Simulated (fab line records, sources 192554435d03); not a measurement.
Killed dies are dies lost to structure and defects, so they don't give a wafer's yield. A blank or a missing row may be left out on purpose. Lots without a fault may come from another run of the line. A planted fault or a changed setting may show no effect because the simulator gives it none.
A struck lot beside a sound one | flow n5_finfet | 38 steps out of a route of 1938
Sound: wafers L495.3, L495.4, L495.6. Struck: wafer L488.2. (L488.1, L488.3 of the same lot were not struck and are left out.) The cause comes at the end.
At each step with rows: each side's tool, then ch and its chambers, then its first start. Under that, the readings that differ: sound wafers | struck wafers | difference of the means | sigmas: that difference in standard deviations of wafers without a fault.
alike: readings whose means differ by less than 2 such deviations, and words and numbers that are the same on both sides. not compared: withheld readings, readings that some wafer has no value for, bounds like >300 that may hide the same value, and numbers for which the record gives no deviation and whose values overlap.
The two part at a step that has a row with sigmas, a row that says differs or no value, or rows on one side only. Numbers that don't overlap but have no deviation are shown without sigmas and don't part them. A reading that every wafer of one side lacks parts them only if that side has two wafers or more.

first, 11 steps without rows for these wafers: N5_BEOL_M12_ETCH_38 (etches SiCN in CF4/N2, target depth 68.7 nm, time 73.4 s); N5_BEOL_M12_PRECLEAN_39 (cleans in residue remover, time 60 s); N5_BEOL_M12_SRD_40 (time 30 s, dry time 30 s); N5_BEOL_M12_DEGAS_41 (time 60 s); N5_BEOL_M12_PRE_CLEAN_42 (time 30 s); N5_BEOL_M12_SPUTTER_43 (material TaN, target thk 15 nm, time 24.19 s); N5_BEOL_M12_SPUTTER_44 (material Ta, target thk 10 nm, time 16.13 s); N5_BEOL_M12_SPUTTER_45 (material Cu, target thk 80 nm, time 13.33 s); N5_BEOL_M12_ECD_47 (material Cu, target thk 720 nm); N5_BEOL_M12_ANNEAL_48 (time 90 s); N5_BEOL_M12_CMP_49 (polishes, stops on SiOC, t overpolish 20.6 s, target thk 320 nm).
N5_BEOL_M12_PRE_CLEAN_52: time 15 s.
  sound on pecvd-01 ch 0,2, day 17 15:07; struck on pecvd-03 ch 0,1,2, day 15 06:08
then, 1 step without rows for these wafers: N5_BEOL_M12_DEP_53 (deposits SiCN from 3MS/NH3, target thk 30 nm, time 10.5 s).
N5_BEOL_M12_INSPECT_55: inspects for defects (darkfield).
  sound on defect_inspect-01, day 17 15:14; struck on defect_inspect-02, day 15 06:15
  reading          | sound    | struck | difference | sigmas
  raw_defect_count | 88 67 68 | 302    | +228       | +11
then, 9 steps without rows for these wafers: N5_BEOL_M13_ILD_DEP_00 (deposits SiOC from DEMS/O2, target thk 837.92 nm, time 166.4 s); N5_BEOL_M13_COAT_58 (time 60 s, resist thk 89 nm); N5_BEOL_M13_COAT_04 (resist thk 400 nm); N5_BEOL_M13_EBR_06; N5_BEOL_M13_SOFTBAKE_05 (time 60 s); N5_BEOL_M13_EXPOSE_07 (exposes mask V12); N5_BEOL_M13_PEB_08 (peb time 90 s); N5_BEOL_M13_DEVELOP_09 (develop time 45 s); N5_BEOL_M13_HARDBAKE_14 (time 120 s).
N5_BEOL_M13_INSPECT_12: inspects for defects (macro).
  sound on defect_inspect-02, day 17 15:47; struck on defect_inspect-01, day 15 06:47
  reading          | sound | struck | difference | sigmas
  raw_defect_count | 2 2 2 | 237    | +235       | +99 or more
then, 12 steps without rows for these wafers: N5_BEOL_M13_DESCUM_15 (chemistry O2, time 7.9 s); N5_BEOL_M13_ETCH_59 (etches BARC in N2/H2, target depth 89 nm, overetch 26.7 nm, time 67.9 s); N5_BEOL_M13_VIA_ETCH_16 (etches SiOC in C4F8/O2/Ar, target depth 921.7 nm); N5_BEOL_M13_STRIP_63 (strips in N2/H2); N5_BEOL_M13_STRIP_64 (strips in N2/H2); N5_BEOL_M13_STRIP_71 (strips in post etch residue remover, time 60 s); N5_BEOL_M13_SRD_72 (time 30 s, dry time 30 s); N5_BEOL_M13_COAT_65 (time 60 s, resist thk 350 nm); N5_BEOL_M13_COAT_66 (time 60 s, resist thk 110 nm); N5_BEOL_M13_COAT_22 (resist thk 300 nm); N5_BEOL_M13_EBR_24; N5_BEOL_M13_SOFTBAKE_23 (time 60 s).
N5_BEOL_M13_INSPECT_30: inspects for defects (macro).
  sound on defect_inspect-02, day 17 16:44; struck on defect_inspect-01, day 15 07:44
  reading          | sound | struck | difference | sigmas
  raw_defect_count | 1 3 2 | 236    | +234       | +99 or more
N5_PASSIVATION_PROBE_49:
  the record has rows for the struck wafers here (prober-01, day 16 14:41) and none for the sound ones

WHERE THEY PART
First at N5_BEOL_M12_INSPECT_55; last, within this record, at N5_PASSIVATION_PROBE_49.

WHY: what the simulator had put in
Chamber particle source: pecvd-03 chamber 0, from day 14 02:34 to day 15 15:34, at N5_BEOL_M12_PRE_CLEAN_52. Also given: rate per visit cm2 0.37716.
